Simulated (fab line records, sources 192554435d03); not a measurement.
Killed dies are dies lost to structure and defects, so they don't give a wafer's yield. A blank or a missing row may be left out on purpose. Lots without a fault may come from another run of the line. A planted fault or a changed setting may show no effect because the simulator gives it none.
A struck lot beside a sound one | flow n5_finfet | 14 steps out of a route of 1938
Sound: wafers L391.2, L391.3, L391.4. Struck: wafer L382.6. (L382.2, L382.4 of the same lot were not struck and are left out.) The cause comes at the end.
At each step with rows: each side's tool, then ch and its chambers, then its first start. Under that, the readings that differ: sound wafers | struck wafers | difference of the means | sigmas: that difference in standard deviations of wafers without a fault.
alike: readings whose means differ by less than 2 such deviations, and words and numbers that are the same on both sides. not compared: withheld readings, readings that some wafer has no value for, bounds like >300 that may hide the same value, and numbers for which the record gives no deviation and whose values overlap.
The two part at a step that has a row with sigmas, a row that says differs or no value, or rows on one side only. Numbers that don't overlap but have no deviation are shown without sigmas and don't part them. A reading that every wafer of one side lacks parts them only if that side has two wafers or more.

first, 3 steps without rows for these wafers: N5_BEOL_M8_EXPOSE_25 (exposes mask V7, target cd 40 nm); N5_BEOL_M8_PEB_26 (peb time 60 s); N5_BEOL_M8_DEVELOP_27 (develop time 30 s).
N5_BEOL_M8_CD_MEAS_28: target cd 40 nm.
  sound on cd_sem-01 ch 0, day 14 04:31; struck on cd_sem-03 ch 0, day 12 06:55
  alike: cd_nm
N5_BEOL_M8_OVL_MEAS_29:
  sound on overlay-02 ch 0, day 14 04:34; struck on overlay-01 ch 0, day 12 06:57
  alike: V7_OVL
N5_BEOL_M8_INSPECT_30: inspects for defects (brightfield).
  sound on defect_inspect-01, day 14 04:37; struck on defect_inspect-02, day 12 07:00
  alike: raw_defect_count
N5_BEOL_M8_DESCUM_33: chemistry O2, time 7 s.
  sound on rie_diel-05 ch 0,1,2, day 14 04:38; struck on rie_diel-06 ch 1, day 12 07:10
  reading                         | sound          | struck | difference | sigmas
  showerhead_plenum_p_Torr (Torr) | 2.12 2.01 2.02 | 2.22   | +0.17      | +2
  alike: drypump_motor_current_A, o2_flow_sccm, oes_product_au, rf_vpp_V, throttle_valve_pct
  not compared: rf_hours_counter_h
N5_BEOL_M8_ETCH_72: etches underlayer in N2/H2, target depth 6.5 nm, time 5.2 s.
  sound on rie_diel-05 ch 0,1,2, day 14 04:41; struck on rie_diel-06 ch 1, day 12 07:12
  reading                         | sound          | struck | difference | sigmas
  etch_rf_on_time_s (s)           | 5.05 5.01 5.18 | 5.27   | +0.19      | +3
  showerhead_plenum_p_Torr (Torr) | 2.57 2.44 2.46 | 2.69   | +0.20      | +2
  alike: bias_w, drypump_motor_current_A, n2_flow_sccm, oes_product_au, rf_vpp_V, throttle_valve_pct
  not compared: rf_hours_counter_h
N5_BEOL_M8_ETCH_65: etches SiARC in CF4, target depth 15.6 nm, time 26 s.
  sound on rie_diel-05 ch 0,1,2, day 14 04:42; struck on rie_diel-06 ch 1, day 12 07:13
  reading               | sound          | struck | difference | sigmas
  etch_rf_on_time_s (s) | 25.3 25.0 25.7 | 26.1   | +0.8       | +2
  alike: bias_w, drypump_motor_current_A, mfc_ar_sccm, oes_product_au, rf_vpp_V, showerhead_plenum_p_Torr, throttle_valve_pct
  not compared: rf_hours_counter_h
N5_BEOL_M8_ETCH_66: etches SOC in N2/H2, target depth 80 nm, overetch 16 nm, time 120 s.
  sound on rie_diel-05 ch 0,1,2, day 14 04:43; struck on rie_diel-06 ch 1, day 12 07:15
  reading                         | sound             | struck | difference | sigmas
  rf_vpp_V (V)                    | 525.2 521.3 521.5 | 528.5  | +5.8       | +2
  showerhead_plenum_p_Torr (Torr) | 2.57 2.44 2.46    | 2.69   | +0.20      | +2
  alike: bias_w, drypump_motor_current_A, n2_flow_sccm, oes_product_au, throttle_valve_pct
  not compared: rf_hours_counter_h
then, 2 steps without rows for these wafers: N5_BEOL_M8_STRIP_69 (strips in N2/H2); N5_BEOL_M8_STRIP_73 (strips in N2/H2).
N5_BEOL_M8_VIA_ETCH_34: etches SiCOH lowk in C4F6/O2, target depth 125.5 nm, time 50.5 s.
  sound on rie_diel-05 ch 0,1,2, day 14 04:49; struck on rie_diel-06 ch 1, day 12 07:21
  reading                                  | sound             | struck | difference | sigmas
  oes_product_au (a.u.)                    | 0.84 0.80 0.80    | 1.13   | +0.32      | +5
  model.etch.depth_nm (nm)                 | 125.6 127.6 125.1 | 198.6  | +72.5      |
  model.SOC_of_BEOL_M8_COAT_63.thk_nm (nm) | 54 53.8 54        | 50.4   | -3.5       |
  model.BEOL_M8.cd_nm (nm)                 | 40.2 40.2 39.8    | 41     | +1         |
  alike: bias_w, drypump_motor_current_A, mfc_ar_sccm, rf_vpp_V, showerhead_plenum_p_Torr, throttle_valve_pct
  not compared: rf_hours_counter_h
then, 1 step without rows for these wafers: N5_BEOL_M8_STRIP_76 (strips in C4F6/O2).

WHERE THEY PART
First at N5_BEOL_M8_DESCUM_33; last, within this record, at N5_BEOL_M8_VIA_ETCH_34.

WHY: what the simulator had put in
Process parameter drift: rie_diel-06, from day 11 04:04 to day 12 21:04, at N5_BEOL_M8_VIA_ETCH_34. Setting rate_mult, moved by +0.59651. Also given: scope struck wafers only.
